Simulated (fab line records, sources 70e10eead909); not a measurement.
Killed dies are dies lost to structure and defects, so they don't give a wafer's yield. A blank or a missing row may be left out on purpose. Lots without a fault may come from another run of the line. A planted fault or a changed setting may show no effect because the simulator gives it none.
Which tool did it? | flow nand_harc | 11 lots, 33 wafers sampled, at 5 steps of a route of 1302

WHAT THE GAUGES READ, wafer by wafer
NHARC_THIN_TSV_CD_MEAS_33: target cd 5000 nm.
lot  | measured     | on        | cd_nm (nm)
L484 | day 24 04:35 | cd_sem-03 | 5003.0 5004.5 5003.2
L485 | day 24 18:04 | cd_sem-01 | 5002.5 5000.4 5002.2
L486 | day 24 19:28 | cd_sem-03 | 5005.2 5003.7 5001.4
L495 | day 28 22:43 | cd_sem-01 | 5003.5 5000.4 5003.1
L496 | day 29 03:53 | cd_sem-02 | 5003.4 5001.3 5003.5
L494 | day 29 07:08 | cd_sem-03 | 5002.2 5005.0 5001.9
L497 | day 29 02:45 | cd_sem-02 | 5001.3 4999.3 5000.8
L499 | day 31 09:13 | cd_sem-01 | 5001.8 5003.9 5003.0
L505 | day 33 01:52 | cd_sem-01 | 5000.8 4999.2 5001.5
L506 | day 33 03:19 | cd_sem-01 | 5003.4 5000.5 5001.2
L507 | day 33 11:50 | cd_sem-02 | 5000.5 4999.7 4995.8

NHARC_END_SORT_01.
lot  | measured     | on        | killed_at_array | killed_at_other | killed_at_periphery | killed_dies | killed_open | killed_short
L495 | day 29 10:19 | prober-01 | 131 146 125     | 1 1 0           | 1 2 4               | 133 149 129 | 2 3 4       | 3 2 2
L494 | day 30 02:42 | prober-02 | 143 137 126     | 0 0 1           | 3 1 2               | 146 138 129 | 6 3 0       | 0 3 2

WHICH TOOL RAN EACH LOT (tool, then ch and the chambers of the sampled wafers, then the start)
lot  | NHARC_A_CONTACT_ETCH_75            | NHARC_HYBRID_BOND_ACTIVATE_00      | NHARC_THIN_TSV_DEGAS_49
L484 | rie_diel-02 ch 1,3, day 22 04:35   | rie_diel-08 ch 0,2,3, day 23 10:10 | pvd_sputter-03, day 24 01:08
L485 | rie_diel-02 ch 0,3, day 22 16:27   | rie_diel-05 ch 0,2, day 23 23:01   | pvd_sputter-03, day 24 14:56
L486 | rie_diel-02 ch 0,1,3, day 22 19:02 | rie_diel-05 ch 1,2,3, day 24 01:19 | pvd_sputter-01, day 24 15:49
L495 | rie_diel-02 ch 0,3, day 26 17:11   | rie_diel-08 ch 0,2, day 28 04:32   | pvd_sputter-03, day 28 19:34
L496 | rie_diel-10 ch 1,2, day 26 21:14   | rie_diel-08 ch 0,2,3, day 28 08:49 | pvd_sputter-03, day 29 00:53
L494 | rie_diel-02 ch 0,2, day 27 04:10   | rie_diel-05 ch 1,2, day 28 11:52   | pvd_sputter-03, day 29 04:01
L497 | rie_diel-10 ch 1,3, day 27 04:49   | rie_diel-05 ch 0,1,3, day 28 11:26 | pvd_sputter-03, day 28 23:38
L499 | rie_diel-10 ch 1,2, day 29 04:35   | rie_diel-05 ch 1,2,3, day 30 14:52 | pvd_sputter-03, day 31 06:06
L505 | rie_diel-02 ch 1,3, day 30 23:09   | rie_diel-05 ch 0,2, day 32 06:31   | pvd_sputter-03, day 32 22:50
L506 | rie_diel-03 ch 0,3, day 30 23:42   | rie_diel-05 ch 0,2, day 32 07:44   | pvd_sputter-03, day 33 00:00
L507 | rie_diel-02 ch 1,3, day 31 11:46   | rie_diel-08 ch 2,3, day 32 17:28   | pvd_sputter-02, day 33 08:25
- NHARC_A_CONTACT_ETCH_75: etches the open film in CF4, target depth 39 nm, time 65 s.
- NHARC_HYBRID_BOND_ACTIVATE_00: chemistry N2, time 60 s.
- NHARC_THIN_TSV_DEGAS_49: time 120 s.

WHAT THE TOOLS THEMSELVES READ (means of the sampled wafers that have a number; where no wafer has one, the mark that the record gives instead)
NHARC_A_CONTACT_ETCH_75.
lot  | tool        | drypump_motor_current_A (A) | oes_product_au (a.u.) | rf_vpp_V (V) | showerhead_plenum_p_Torr (Torr) | throttle_valve_pct (%)
L484 | rie_diel-02 | 6.2                         | 1.003                 | 151.1        | 1.81                            | 13.275
L485 | rie_diel-02 | 6.0                         | 0.998                 | 150.3        | 1.70                            | 13.281
L486 | rie_diel-02 | 6.1                         | 1.002                 | 150.9        | 1.75                            | 13.283
L495 | rie_diel-02 | 6.0                         | 0.988                 | 150.6        | 1.69                            | 13.277
L496 | rie_diel-10 | 5.7                         | 1.003                 | 150.7        | 1.68                            | 13.279
L494 | rie_diel-02 | 5.6                         | 1.003                 | 150.8        | 1.69                            | 13.282
L497 | rie_diel-10 | 5.7                         | 1.010                 | 151.5        | 1.81                            | 13.282
L499 | rie_diel-10 | 5.7                         | 1.004                 | 150.5        | 1.68                            | 13.289
L505 | rie_diel-02 | 6.2                         | 0.992                 | 151.7        | 1.80                            | 13.291
L506 | rie_diel-03 | 5.5                         | 1.008                 | 151.5        | 1.80                            | 13.280
L507 | rie_diel-02 | 6.2                         | 0.992                 | 150.7        | 1.75                            | 13.282

NHARC_HYBRID_BOND_ACTIVATE_00.
lot  | tool        | drypump_motor_current_A (A) | oes_product_au (a.u.) | rf_vpp_V (V) | showerhead_plenum_p_Torr (Torr)
L484 | rie_diel-08 | 6.0                         | 1.009                 | 64.1         | 1.76
L485 | rie_diel-05 | 5.9                         | 0.982                 | 64.4         | 1.83
L486 | rie_diel-05 | 5.6                         | 0.999                 | 64.6         | 1.84
L495 | rie_diel-08 | 5.8                         | 1.009                 | 65.1         | 1.81
L496 | rie_diel-08 | 6.0                         | 1.012                 | 64.5         | 1.85
L494 | rie_diel-05 | 5.8                         | 1.006                 | 64.0         | 1.85
L497 | rie_diel-05 | 5.1                         | 1.001                 | 63.5         | 1.78
L499 | rie_diel-05 | 5.6                         | 1.008                 | 64.3         | 1.84
L505 | rie_diel-05 | 5.9                         | 0.993                 | 63.1         | 1.82
L506 | rie_diel-05 | 5.4                         | 0.986                 | 63.8         | 1.76
L507 | rie_diel-08 | 6.0                         | 0.998                 | 64.4         | 1.83

NHARC_THIN_TSV_DEGAS_49.
lot  | tool           | heater_power_w (W)
L484 | pvd_sputter-03 | 439
L485 | pvd_sputter-03 | 455
L486 | pvd_sputter-01 | 499
L495 | pvd_sputter-03 | 443
L496 | pvd_sputter-03 | 443
L494 | pvd_sputter-03 | 465
L497 | pvd_sputter-03 | 467
L499 | pvd_sputter-03 | 461
L505 | pvd_sputter-03 | 421
L506 | pvd_sputter-03 | 449
L507 | pvd_sputter-02 | 510

THE ANSWER, worked out from the rows above alone
Rule: what is usual is taken from the lots themselves. Put in order of their means at a reading, lots are off if they are a third of the lots or fewer, leave a main group of 4 or more, and stand apart from it by a gap of 3 or more times the standard deviation of the main group's means; of several such gaps the widest counts. A main group whose means are all the same, to the digits that the tables above print for the reading, isn't used. A lot without any number at a reading at which 4 lots or more have one is off too. The other lots that the step has rows for count as sound. The gauges are gone through in route order, then the tools' own readings, and for those a lot's mean is taken as printed above. The first step at which some lot is off is used, and at that step the reading that is off furthest; a lot without a number counts as furthest.
No lot is off at any reading shown: from this, nothing can be told.

WHAT THE SIMULATOR HAD PUT IN
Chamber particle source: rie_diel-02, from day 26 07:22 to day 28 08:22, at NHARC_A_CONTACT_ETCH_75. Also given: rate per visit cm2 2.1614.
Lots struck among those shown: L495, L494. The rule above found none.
